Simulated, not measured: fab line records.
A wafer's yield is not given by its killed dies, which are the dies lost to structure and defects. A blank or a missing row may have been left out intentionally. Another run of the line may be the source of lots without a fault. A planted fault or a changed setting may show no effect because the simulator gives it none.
Code-filled problem report in 8D (eight disciplines) form + flow nand_harc + the parts of the form that need people (team, actions taken, sign-off) are left out

1. WHAT IS WRONG
sort_bin_2_pct at NHARC_END_SORT_01 reads a mean of 96.9 % on 9 wafers of 3 lots; wafers without a fault read 1.3 % with a standard deviation of 0.56. So: +99 or more standard deviations from the usual mean.
Seen first at day 21 09:37 on prober-02, wafer L450.1. Wafers with a number at this step in the record: 12, from 4 lots. The rule behind "out" and "out of limits": a value lying over 4 standard deviations away from the usual mean. Any other wafer with a number is counted as sound.

2. WHAT THIS IS AND IS NOT
| question                    | is                                                                                                                  | is not                                                               |
|-----------------------------|---------------------------------------------------------------------------------------------------------------------|----------------------------------------------------------------------|
| which readings at this step | sort_bin_2_pct, defect_limited_yield, killed_at_array, killed_dies, sort_n_pass, sort_rim_yield_pct, sort_yield_pct | killed_at_other, killed_at_periphery, sort_bin_3_pct, sort_bin_4_pct |
| which lots                  | L449, L450, L451                                                                                                    | L447                                                                 |
| which wafers of those lots  | all that have a number                                                                                              | -                                                                    |
| read on which gauges        | prober-01, prober-02                                                                                                | -                                                                    |
| when                        | from day 21 09:37                                                                                                   | up to then (3 sound wafers)                                          |

3. WHAT RULES OUT EACH SUSPECT
Counting: a tool at any process step up to the reading remains a suspect when it ran all the lots that are out and ran no sound lot after the first of those.
- the gauge at NHARC_END_SORT_01: ruled out. The wafers that are out were read on 2 gauges (prober-01, prober-02).
- rie_diel-12 at NHARC_A_M1_ETCH_15 (etches the open film in C4F8/Ar, target depth 182.5 nm, time 91.2 s): kept. It ran every lot that is out, first L449 (day 19 22:09), and no sound lot after that.
Remaining after the count: rie_diel-12 at NHARC_A_M1_ETCH_15.

4. THE CAUSE (what the simulator had put in)
Whole step skipped at NHARC_A_M1_ETCH_15 on rie_diel-12, starting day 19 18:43. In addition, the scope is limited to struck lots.
After counting, this tool was the only one left.

5. THE CHAIN OF EFFECTS, in route order
One row per reading whose mean, taken over the struck wafers that have a number, lies over 3 standard deviations from the usual. Scope: only readings with a usual standard deviation given in the record; hours: median across lots of the time from each lot's start at the first step in this table that gives one to its start at this step; sigmas: change in usual standard deviations.
| hours | step              | reading              | usual  | on struck wafers | change | sigmas      |
|-------|-------------------|----------------------|--------|------------------|--------|-------------|
| 0     | NHARC_END_SORT_01 | defect_limited_yield | 96.0 % | 0.0              | -96.0  | -74         |
| 0     | NHARC_END_SORT_01 | killed_at_array      | 24     | 674              | +650   | +77         |
| 0     | NHARC_END_SORT_01 | killed_dies          | 27     | 677              | +650   | +76         |
| 0     | NHARC_END_SORT_01 | sort_bin_2_pct       | 1.3 %  | 96.9             | +95.6  | +99 or more |
| 0     | NHARC_END_SORT_01 | sort_n_pass          | 650    | 0                | -650   | -76         |
| 0     | NHARC_END_SORT_01 | sort_rim_yield_pct   | 96.1 % | 0.0              | -96.1  | -42         |
| 0     | NHARC_END_SORT_01 | sort_yield_pct       | 96.0 % | 0.0              | -96.0  | -74         |
Readings that are blank on the struck wafers while sound wafers have them: bias_w at NHARC_A_M1_ETCH_15; chamber_pressure_mTorr at NHARC_A_M1_ETCH_15; oes_product_au at NHARC_A_M1_ETCH_15; rf_vpp_V at NHARC_A_M1_ETCH_15.

6. HOW IT WOULD HAVE BEEN CAUGHT EARLIER
In this record the first reading out of limits at a measuring or inspecting step was taken at day 21 09:37, 39 hours after the fault began at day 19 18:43.
At NHARC_A_M1_ETCH_15 the tool's readings are blank on the struck wafers, where sound wafers have them: an empty tool record is the first sign, and it was there at once.
Lots out: 3; all had begun NHARC_A_M1_ETCH_15 on rie_diel-12 by day 21 09:37. Had the tool been put on hold then, not one of them would have been saved.
